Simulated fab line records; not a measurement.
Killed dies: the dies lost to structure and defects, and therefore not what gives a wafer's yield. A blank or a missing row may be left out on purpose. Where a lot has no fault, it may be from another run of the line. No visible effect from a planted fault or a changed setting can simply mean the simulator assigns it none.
8D (eight disciplines) problem report, filled in by code | flow n5Finfet | the parts of the form that need people (team, actions taken, sign-off) are left out
Where a reading is given only as a bound, like >300, the bound stands for it, and a mean or a difference that rests on one is marked > or <: the true number lies beyond.

== 1. THE PROBLEM ==
rawDefectCount at N5_BEOL_M14_INSPECT_12 reads a mean of >300 on 1 wafer of 1 lot; wafers without a fault read 2.0 with a standard deviation of 1.4. So: +99 or more standard deviations from the usual mean.
The step: inspects for defects (macro).
Earliest sighting: wafer L876.6 on defectInspect-02 at day 15 10:21. Wafers with a number at this step in the record: 33, from 11 lots. By rule, "out" or "out of limits" means more than 4 standard deviations away from the usual mean. The other wafers with a number count as sound.

== 2. WHAT IT IS, WHAT IT ISN'T ==
question                    | is                | is not
which readings at this step | rawDefectCount    | -
which lots                  | L876              | L860, L861, L864, L865, L867, L868, L879, L880, L882, L883
which wafers of those lots  | L876.6            | L876.2, L876.5
read on which gauges        | defectInspect-02  | defectInspect-01
when                        | from day 15 10:21 | up to then (20 sound wafers); but 12 sound wafers of L879, L880, L882, L883 came after

== 3. WHAT RULES OUT EACH SUSPECT ==
Counting: if a tool at a process step up to the reading ran every lot that is out, it stays a suspect. Sound lots after the first of them don't rule it out here, since some wafers of a struck lot are sound.
- ruled out: the gauge at N5_BEOL_M14_INSPECT_12. All the wafers that are out were read on defectInspect-02, but those of them that N5_PASSIVATION_PROBE_49 has rows for are out there too, on other tools.
- rieDiel-02 at N5_BEOL_M13_ETCH_38 (etches SiCN in CF4/N2, target depth 67.5 nm, time 71.9 s): kept. It ran the lot that is out, L876 (day 15 07:58); its last sound lot up to then is L865 (day 12 14:19).
- pecvd-01 at N5_BEOL_M14_ILD_DEP_00 (deposits SiO2 from TEOS/O2, target thk 1119.3 nm, time 237.4 s): kept. It ran the lot that is out, L876 (day 15 09:41); its last sound lot up to then is L867 (day 13 04:41).
- The sound lot-mates ran in chamber 0 of pecvd-01 at N5_BEOL_M14_ILD_DEP_00, but the wafers that are out ran in chamber 2.
Left after counting: rieDiel-02 at N5_BEOL_M13_ETCH_38, pecvd-01 at N5_BEOL_M14_ILD_DEP_00.

== 4. THE CAUSE (what the simulator had put in) ==
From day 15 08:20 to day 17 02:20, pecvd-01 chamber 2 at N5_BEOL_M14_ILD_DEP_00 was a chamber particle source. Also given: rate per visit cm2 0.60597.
Counting left 2 suspects, and this tool is among them.

== 5. SEQUENCE OF EFFECTS, ordered by route ==
One row per reading whose mean, taken over the struck wafers that have a number, lies over 3 standard deviations from the usual. Only readings whose record carries a usual standard deviation are examined. hours: median over the lots of the time between each lot's start at the first step of this table that gives one and its start at this step. sigmas: the change, counted in usual standard deviations.
hours | step                    | reading             | usual  | on struck wafers | change | sigmas
0     | N5_BEOL_M14_INSPECT_12  | rawDefectCount      | 2.0    | >300             | >+298  | +99 or more
34    | N5_PASSIVATION_PROBE_49 | defectLimitedYield  | 91.0 % | 82.2             | -8.8   | -6.3
34    | N5_PASSIVATION_PROBE_49 | killed_at_M4_up     | 14     | 120              | +106   | +19
34    | N5_PASSIVATION_PROBE_49 | killedDies          | 106    | 210              | +104   | +6.5
34    | N5_PASSIVATION_PROBE_49 | sort_bin_5_function | 5.3 %  | 11.2             | +5.9   | +6.6
34    | N5_PASSIVATION_PROBE_49 | sortNPass           | 1070   | 970              | -100   | -3.6
34    | N5_PASSIVATION_PROBE_49 | sortYieldPct        | 90.7 % | 82.2             | -8.5   | -3.5
Process steps it contains:
- N5_PASSIVATION_PROBE_49

== 6. WHAT WOULD HAVE CAUGHT IT SOONER ==
Counted from the fault's start at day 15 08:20, it took 2 hours until the first out-of-limits reading at a measuring or inspecting step in this record, taken at day 15 10:21.
An alarm limit of 4 standard deviations would not have fired on the tool readings at N5_BEOL_M14_ILD_DEP_00 for which the record gives a usual standard deviation, since none of them was out on any struck wafer.
By day 15 10:21 the whole set of lots that are out, 1 in number, had already begun N5_BEOL_M14_ILD_DEP_00 on pecvd-01. None of them would have been spared by holding the tool at that moment.
